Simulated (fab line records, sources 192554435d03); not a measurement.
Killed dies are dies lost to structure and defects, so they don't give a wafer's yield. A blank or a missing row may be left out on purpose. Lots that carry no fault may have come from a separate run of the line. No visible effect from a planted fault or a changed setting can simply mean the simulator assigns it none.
Matching of chambers | flow n5Finfet | cmp-01 running N5_BEOL_M4_CMP_52: 4 sister chambers
The step polishes, stops on SiOC, t overpolish 6.8 s, target thk 40 nm. 4 wafers are shown with their chamber, then 12 later ones without.

== WAFERS, EACH WITH ITS CHAMBER ==
wafer  | chamber | motorCurrentA (A)
L087.5 | 2       | 6.2
L090.2 | 0       | 7.1
L090.3 | 3       | 6.3
L090.4 | 1       | 6.1

== WAFERS WHOSE CHAMBER IS MISSING ==
wafer  | motorCurrentA (A)
L091.3 | 6.1
L091.5 | 6.4
L091.6 | 7.8
L092.2 | 5.9
L092.5 | 6.0
L092.6 | 6.2
L093.1 | 6.1
L093.4 | 6.2
L093.5 | 6.1
L096.1 | 6.0
L096.3 | 6.2
L096.5 | 7.4

== THE CHAMBER EACH PASSED THROUGH ==
wafer  | from the rows above          | in truth
L091.3 | can't be placed: 1 or 2 or 3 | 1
L091.5 | can't be placed: 3 or 2 or 1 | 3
L091.6 | 0                            | 0
L092.2 | can't be placed: 1 or 2 or 3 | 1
L092.5 | can't be placed: 1 or 2 or 3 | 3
L092.6 | can't be placed: 2 or 3 or 1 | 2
L093.1 | can't be placed: 1 or 2 or 3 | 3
L093.4 | can't be placed: 2 or 3 or 1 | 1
L093.5 | can't be placed: 1 or 2 or 3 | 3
L096.1 | can't be placed: 1 or 2 or 3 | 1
L096.3 | can't be placed: 2 or 3 or 1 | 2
L096.5 | 0                            | 0
Correctly placed: 2 of 12. These rows do not allow placing 10 (true chamber among the candidates in 10). 0 placed wrongly.
How it was worked out, from the rows above alone: a wafer's distance from a chamber is the root of the sum, over the readings, of the square of ((its reading less the chamber's mean) divided by the reading's scatter). If the next closest chamber is less than 2 further off than the closest, the wafer can't be placed; otherwise it belongs to the closest. For every chamber, the mean is computed from those of its wafers that are shown. The scatter: with one shown wafer a chamber, the root of the mean of the squares of how far each hidden wafer lies from its nearest shown one.
